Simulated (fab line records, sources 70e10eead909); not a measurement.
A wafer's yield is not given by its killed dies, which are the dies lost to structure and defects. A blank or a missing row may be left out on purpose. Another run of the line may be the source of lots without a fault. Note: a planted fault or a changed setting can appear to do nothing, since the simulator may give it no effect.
8D (eight disciplines) problem report, filled in by code ; flow nand-harc ; the parts of the form that need people (team, actions taken, sign-off) are left out

## 1. WHAT IS WRONG
raw-defect-count at NHARC_A_M1_INSPECT_27 reads a mean of 1086 on 3 wafers of 2 lots; wafers without a fault read 523 with a standard deviation of 110. Relative to the usual mean, that is a shift of +5.1 standard deviations.
Earliest sighting: wafer L542.2 on defect-inspect-02 at day 26 18:31. At this step, 36 wafers from 12 lots have a number in the record. Rule for "out", or "out of limits": more than 4 standard deviations from the usual mean. The other wafers with a number count as sound.

## 2. WHAT THIS IS AND IS NOT
question;is;is not
which readings at this step;raw-defect-count;-
which lots;L542, L545;L534, L535, L536, L538, L549, L550, L551, L552, L553, L554
which wafers of those lots;L542.2, L545.4, L545.5;L542.3, L542.6, L545.2
read on which gauges;defect-inspect-02;defect-inspect-01
when;from day 26 18:31;"up to then (14 sound wafers); but 19 sound wafers of L545, L549, L550, L551, L552, L553, L554 came after"

## 3. THE SUSPECTS, EACH WITH WHAT RULES IT OUT
Counting: a tool at a process step up to the reading stays a suspect if it ran every lot that is out. Sound lots after the first of them don't rule it out here, since some wafers of a struck lot are sound.
- ruled out: the gauge at NHARC_A_M1_INSPECT_27. All the wafers that are out were read on defect-inspect-02, but those of them that NHARC_END_SORT_01 has rows for are out there too, on other tools.
- pvd-sputter-03 at NHARC_A_M1_DEGAS_29 (time 60 s): kept. It processed each lot that is out (first: L542, day 26 16:58); up to then, its last sound lot is L538 (day 25 18:26).
- cmp-03 at NHARC_A_M1_CMP_23 (polishes, t overpolish 20 s, target thk 154.34 nm): kept. It processed each lot that is out (first: L542, day 26 18:04); up to then, its last sound lot is L536 (day 24 07:52).
- At NHARC_A_M1_CMP_23 on cmp-03, chamber 0 took the sound wafers of the same lots and chamber 2 took the wafers that are out.
After counting, pvd-sputter-03 at NHARC_A_M1_DEGAS_29 and cmp-03 at NHARC_A_M1_CMP_23 remain.

## 4. THE CAUSE (what the simulator had put in)
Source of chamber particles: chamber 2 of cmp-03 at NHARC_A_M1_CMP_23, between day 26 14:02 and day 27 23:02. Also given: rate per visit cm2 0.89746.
After counting, 2 suspects remain, this tool included.

## 5. THE CHAIN OF EFFECTS, in route order
One row per reading whose mean, taken over the struck wafers that have a number, lies over 3 standard deviations from the usual. Scope: only readings with a usual standard deviation given in the record; hours: median across lots of the time from each lot's start at the first step in this table that gives one to its start at this step; sigmas: change in usual standard deviations.
hours;step;reading;usual;on struck wafers;change;sigmas
0;NHARC_A_M1_INSPECT_27;raw-defect-count;523;1086;+563;+5.1
34;NHARC_END_SORT_01;defect-limited-yield;90.6 %;38.2;-52.4;-18
34;NHARC_END_SORT_01;killed-at-array;59;418;+359;+18
34;NHARC_END_SORT_01;killed-dies;63;419;+356;+18

## 6. WHAT WOULD HAVE CAUGHT IT SOONER
The first out-of-limits reading at a measuring or inspecting step in this record came at day 26 18:31, 4 hours after the fault's start at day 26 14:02.
An alarm limit of 4 standard deviations would not have fired on the tool readings at NHARC_A_M1_CMP_23 for which the record gives a usual standard deviation, since none of them was out on any struck wafer.
Of the lots that are out (2), L545 began NHARC_A_M1_CMP_23 on cmp-03 after day 26 18:31. Putting the tool on hold at that point would have spared it.
